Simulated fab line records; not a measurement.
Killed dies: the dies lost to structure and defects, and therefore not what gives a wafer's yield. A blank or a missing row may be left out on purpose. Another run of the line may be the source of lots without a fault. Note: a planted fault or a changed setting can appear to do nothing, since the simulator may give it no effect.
Split-lot study + flow n5-finfet + 39 wafers read across 7 lots, on a route 1938 steps long

== ABOUT THE SPLIT ==
At N5_GATE_CUT_ALD_22 (deposits SiNx, target thk 16 nm, pulse time 1 s, ald cycles 320), the setting ald-cycles was moved away from the recipe's 320 on 12 of the 39 wafers read, by -14.4% to +9.4%. For the rest of the wafers, this setting stayed at what the recipe calls for.

The split's own step is where the reading is taken.

== THE READING ==
SiNx_of_GATE_CUT_ALD_22.thk-nm (the simulator's own value, which no gauge read), in nm, at N5_GATE_CUT_ALD_22 (deposits SiNx, target thk 16 nm, pulse time 1 s, ald cycles 320). There is no usual value for it anywhere in the file. The 27 wafers here that ran the recipe average 16.0 nm, standard deviation 0.093 nm.

| wafer  | tool, chamber at the split | ald-cycles as run | against the recipe | SiNx_of_GATE_CUT_ALD_22.thk-nm, nm | against lot-mates on the recipe |
|--------|----------------------------|-------------------|--------------------|------------------------------------|---------------------------------|
| L075.2 | ald-sin-02, 2              | 320               | recipe             | 15.8                               | -                               |
| L075.6 | ald-sin-02, 2              | 320               | recipe             | 15.8                               | -                               |
| L075.5 | ald-sin-02, 1              | 320               | recipe             | 16                                 | -                               |
| L074.1 | ald-sin-04, 2,3,0          | 294               | -8.1%              | 14.6                               | -1.4                            |
| L074.2 | ald-sin-04, 2,3,0          | 294               | -8.1%              | 14.6                               | -1.4                            |
| L074.4 | ald-sin-04, 2,3,0          | 294               | -8.1%              | 14.6                               | -1.4                            |
| L074.3 | ald-sin-04, 1,2,1          | 320               | recipe             | 16                                 | -                               |
| L074.5 | ald-sin-04, 1,2,1          | 320               | recipe             | 16                                 | -                               |
| L074.6 | ald-sin-04, 1,2,1          | 320               | recipe             | 16                                 | -                               |
| L085.1 | ald-sin-03, 1              | 320               | recipe             | 16                                 | -                               |
| L085.2 | ald-sin-03, 3,0,3          | 274               | -14.4%             | 13.8                               | -2.3                            |
| L085.4 | ald-sin-03, 3,0,3          | 274               | -14.4%             | 13.8                               | -2.3                            |
| L085.5 | ald-sin-03, 3,0,3          | 274               | -14.4%             | 13.8                               | -2.3                            |
| L085.3 | ald-sin-03, 2,0            | 320               | recipe             | 16.2                               | -                               |
| L085.6 | ald-sin-03, 2,0            | 320               | recipe             | 16.2                               | -                               |
| L086.1 | ald-sin-03, 3,2,1          | 350               | +9.4%              | 17.6                               | +1.6                            |
| L086.4 | ald-sin-03, 3,2,1          | 350               | +9.4%              | 17.6                               | +1.6                            |
| L086.5 | ald-sin-03, 3,2,1          | 350               | +9.4%              | 17.6                               | +1.6                            |
| L086.2 | ald-sin-03, 1,0,2          | 320               | recipe             | 16                                 | -                               |
| L086.3 | ald-sin-03, 1,0,2          | 320               | recipe             | 16                                 | -                               |
| L086.6 | ald-sin-03, 1,0,2          | 320               | recipe             | 16                                 | -                               |
| L088.1 | ald-sin-02, 1,3,2,0,1      | 320               | recipe             | 16                                 | -                               |
| L088.3 | ald-sin-02, 1,3,2,0,1      | 320               | recipe             | 16                                 | -                               |
| L088.4 | ald-sin-02, 1,3,2,0,1      | 320               | recipe             | 16                                 | -                               |
| L088.5 | ald-sin-02, 1,3,2,0,1      | 320               | recipe             | 16                                 | -                               |
| L088.6 | ald-sin-02, 1,3,2,0,1      | 320               | recipe             | 16                                 | -                               |
| L088.2 | ald-sin-02, 0              | 320               | recipe             | 15.8                               | -                               |
| L096.1 | ald-sin-03, 2,3,0,2,1      | 320               | recipe             | 16                                 | -                               |
| L096.2 | ald-sin-03, 2,3,0,2,1      | 320               | recipe             | 16                                 | -                               |
| L096.4 | ald-sin-03, 2,3,0,2,1      | 320               | recipe             | 16                                 | -                               |
| L096.5 | ald-sin-03, 2,3,0,2,1      | 320               | recipe             | 16                                 | -                               |
| L096.6 | ald-sin-03, 2,3,0,2,1      | 320               | recipe             | 16                                 | -                               |
| L096.3 | ald-sin-03, 1              | 320               | recipe             | 15.8                               | -                               |
| L097.1 | ald-sin-03, 0,1            | 341               | +6.6%              | 17                                 | +1.0                            |
| L097.2 | ald-sin-03, 0,1            | 341               | +6.6%              | 17                                 | +1.0                            |
| L097.3 | ald-sin-03, 3,2,0          | 320               | recipe             | 16                                 | -                               |
| L097.4 | ald-sin-03, 3,2,0          | 320               | recipe             | 16                                 | -                               |
| L097.5 | ald-sin-03, 3,2,0          | 320               | recipe             | 16                                 | -                               |
| L097.6 | ald-sin-03, 1              | 341               | +6.6%              | 17.2                               | +1.2                            |
If several chambers appear in one row, that row covers several wafers at once and the file leaves open which wafer was in which chamber.

FIT RESULTS
A straight line over all 39 wafers: SiNx_of_GATE_CUT_ALD_22.thk-nm changes by +0.161 nm for each +1% of ald-cycles; r = +0.99; the points scatter about the line by 0.098 nm.
The same after taking each lot's own level away (the mean of its wafers on the recipe; 39 wafers): +0.166 nm for each +1%; r = +1.00; scatter 0.068 nm.
According to that fit, moving ald-cycles by its largest amount changes the reading by 2.4 nm.
The lots' own levels span 15.87 to 16.13 nm, that is 2.9 times the standard deviation above.
The two slopes are in agreement: the lot-to-lot level therefore moves the slope only a little.
Check: for one of the wafers moved furthest among these (-14.4%), held out of the fit, the line's prediction against its lot-mates is -2.39 nm. It came out at -2.33 nm against them.

== THE OTHER SPLITS THESE WAFERS WENT THROUGH ==
Note: prior to the reading, these wafers also went through further splits. Each is held against what the fit with the lots' levels taken away leaves over:
| other split on the same wafers    | wafers away from the commonest value | r with SiNx_of_GATE_CUT_ALD_22.thk-nm (lot level and that fit taken away) |
|-----------------------------------|--------------------------------------|---------------------------------------------------------------------------|
| N5_WELL_APT_IMPLANT_15 energy-kev | 15                                   | +0.06                                                                     |
| N5_DUMMY_GATE_EXPOSE_12 dose-mj   | 12                                   | +0.32                                                                     |
| N5_DUMMY_GATE_ETCH_37 source-w    | 12                                   | +0.00                                                                     |

== FILE'S OWN FIT ==
SiNx_of_GATE_CUT_ALD_22.thk-nm changes by +0.166 nm for each +1% of ald-cycles, r = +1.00.
